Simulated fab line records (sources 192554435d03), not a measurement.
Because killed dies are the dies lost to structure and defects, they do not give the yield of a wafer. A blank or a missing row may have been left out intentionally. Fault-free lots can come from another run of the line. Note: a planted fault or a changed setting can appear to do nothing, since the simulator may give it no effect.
Split-lot study / flow n5_finfet / route with 1938 steps; 7 lots, 21 wafers read

## ON THE SPLIT
At N5_BEOL_M15_ILD_DEP_00 (deposits SiO2 from TEOS/O2, target thk 1629.3 nm, time 346.1 s), the setting temp_c was moved away from the recipe's 400 C on 7 of the 21 wafers read, by -0.9% to +1.8%. For the rest of the wafers, this setting stayed at what the recipe calls for.

Split to reading: the file shows no intervening step.

## THE READING
At N5_BEOL_M15_THK_MEAS_01: M15_ILD_THK, given in nm. On this fab line, fault-free wafers typically give 1626 nm with a standard deviation of 23 nm.

wafer=L075.2; tool, chamber at the split=pecvd-01, 1; temp_c as run, C=404; against the recipe=+1.0%; M15_ILD_THK, nm=1596; against lot-mates on the recipe=-36
wafer=L075.3; tool, chamber at the split=pecvd-01, 0; temp_c as run, C=400; against the recipe=recipe; M15_ILD_THK, nm=1625; against lot-mates on the recipe=-
wafer=L075.5; tool, chamber at the split=pecvd-01, 0; temp_c as run, C=400; against the recipe=recipe; M15_ILD_THK, nm=1639; against lot-mates on the recipe=-
wafer=L080.1; tool, chamber at the split=pecvd-04, 2; temp_c as run, C=400; against the recipe=recipe; M15_ILD_THK, nm=1658; against lot-mates on the recipe=-
wafer=L080.3; tool, chamber at the split=pecvd-04, 1; temp_c as run, C=400; against the recipe=recipe; M15_ILD_THK, nm=1591; against lot-mates on the recipe=-
wafer=L080.5; tool, chamber at the split=pecvd-04, 1; temp_c as run, C=400; against the recipe=recipe; M15_ILD_THK, nm=1624; against lot-mates on the recipe=-
wafer=L084.1; tool, chamber at the split=pecvd-04, 2; temp_c as run, C=400; against the recipe=recipe; M15_ILD_THK, nm=1627; against lot-mates on the recipe=-
wafer=L084.4; tool, chamber at the split=pecvd-04, 1; temp_c as run, C=400; against the recipe=recipe; M15_ILD_THK, nm=1621; against lot-mates on the recipe=-
wafer=L084.5; tool, chamber at the split=pecvd-04, 2; temp_c as run, C=400; against the recipe=recipe; M15_ILD_THK, nm=1635; against lot-mates on the recipe=-
wafer=L091.1; tool, chamber at the split=pecvd-04, 0; temp_c as run, C=396.3; against the recipe=-0.9%; M15_ILD_THK, nm=1622; against lot-mates on the recipe=+33
wafer=L091.3; tool, chamber at the split=pecvd-04, 1; temp_c as run, C=400; against the recipe=recipe; M15_ILD_THK, nm=1589; against lot-mates on the recipe=-
wafer=L091.5; tool, chamber at the split=pecvd-04, 1; temp_c as run, C=396.3; against the recipe=-0.9%; M15_ILD_THK, nm=1660; against lot-mates on the recipe=+71
wafer=L095.2; tool, chamber at the split=pecvd-03, 1; temp_c as run, C=400; against the recipe=recipe; M15_ILD_THK, nm=1584; against lot-mates on the recipe=-
wafer=L095.3; tool, chamber at the split=pecvd-03, 0; temp_c as run, C=400; against the recipe=recipe; M15_ILD_THK, nm=1596; against lot-mates on the recipe=-
wafer=L095.4; tool, chamber at the split=pecvd-03, 0; temp_c as run, C=400; against the recipe=recipe; M15_ILD_THK, nm=1615; against lot-mates on the recipe=-
wafer=L096.1; tool, chamber at the split=pecvd-04, 0; temp_c as run, C=406.5; against the recipe=+1.6%; M15_ILD_THK, nm=1555; against lot-mates on the recipe=-105
wafer=L096.4; tool, chamber at the split=pecvd-04, 1; temp_c as run, C=406.5; against the recipe=+1.6%; M15_ILD_THK, nm=1573; against lot-mates on the recipe=-87
wafer=L096.5; tool, chamber at the split=pecvd-04, 0; temp_c as run, C=400; against the recipe=recipe; M15_ILD_THK, nm=1660; against lot-mates on the recipe=-
wafer=L097.1; tool, chamber at the split=pecvd-01, 1; temp_c as run, C=400; against the recipe=recipe; M15_ILD_THK, nm=1629; against lot-mates on the recipe=-
wafer=L097.2; tool, chamber at the split=pecvd-01, 0; temp_c as run, C=407.1; against the recipe=+1.8%; M15_ILD_THK, nm=1551; against lot-mates on the recipe=-78
wafer=L097.6; tool, chamber at the split=pecvd-01, 0; temp_c as run, C=407.1; against the recipe=+1.8%; M15_ILD_THK, nm=1537; against lot-mates on the recipe=-92

THE FIT
A straight line over all 21 wafers: M15_ILD_THK changes by -35.6 nm for each +1% of temp_c; r = -0.80; the points scatter about the line by 22 nm.
The same after taking each lot's own level away (the mean of its wafers on the recipe; 21 wafers): -52.6 nm for each +1%; r = -0.94; scatter 15 nm.
On that fit, the largest move of temp_c shifts the reading by 93 nm.
From 1589.0 to 1660.0 nm: that is the span of the lots' own levels, equal to 3.1 times the standard deviation above.
So the lot-to-lot level blurs the effect unless lot-mates are compared.
Check: with one of the wafers moved furthest among these (+1.8%) left out of the fit, the line predicts -96.6 nm for it against its lot-mates. Against them it came out at -78 nm.

## OTHER SPLITS ON THESE WAFERS
These wafers also went through other splits before the reading. Each is held against what the fit with the lots' levels taken away leaves over:
other split on the same wafers=N5_BEOL_M11_DESCUM_16 time_s; wafers away from the commonest value=13; r with M15_ILD_THK (lot level and that fit taken away)=-0.31
other split on the same wafers=N5_BEOL_M13_ETCH_59 bias_w; wafers away from the commonest value=7; r with M15_ILD_THK (lot level and that fit taken away)=+0.23
other split on the same wafers=N5_BEOL_M13_EXPOSE_25 dose_mj; wafers away from the commonest value=7; r with M15_ILD_THK (lot level and that fit taken away)=+0.12

## THE WHOLE CHAIN: every reading that the file lists as answering this split, in the file's order
step=N5_BEOL_M15_ILD_DEP_00; what it does=deposits SiO2 from TEOS/O2, target thk 1629.3 nm, time 346.1 s; reading=SiO2_of_BEOL_M15_ILD_DEP_00.thk_nm (the simulator's own value, which no gauge read); change (the file's fit)=-51 nm for each +1% of the setting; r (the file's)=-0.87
step=N5_BEOL_M15_THK_MEAS_01; what it does=; reading=M15_ILD_THK; change (the file's fit)=-51.2 for each +1% of the setting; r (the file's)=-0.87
step=N5_BEOL_M15_VIA_ETCH_16; what it does=etches SiO2 in C4F8/O2/Ar, target depth 1792.2 nm; reading=etch.depth_nm (the simulator's own value, which no gauge read); change (the file's fit)=-51 nm for each +1% of the setting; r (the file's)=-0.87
step=N5_BEOL_M15_ETCH_38; what it does=etches SiCN in CF4/N2, target depth 106.4 nm, time 120.5 s; reading=SiO2_of_BEOL_M15_ILD_DEP_00.thk_nm (the simulator's own value, which no gauge read); change (the file's fit)=-52.3 nm for each +1% of the setting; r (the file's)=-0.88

## FILE'S OWN FIT
M15_ILD_THK changes by -51.2 nm for each +1% of temp_c, r = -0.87.
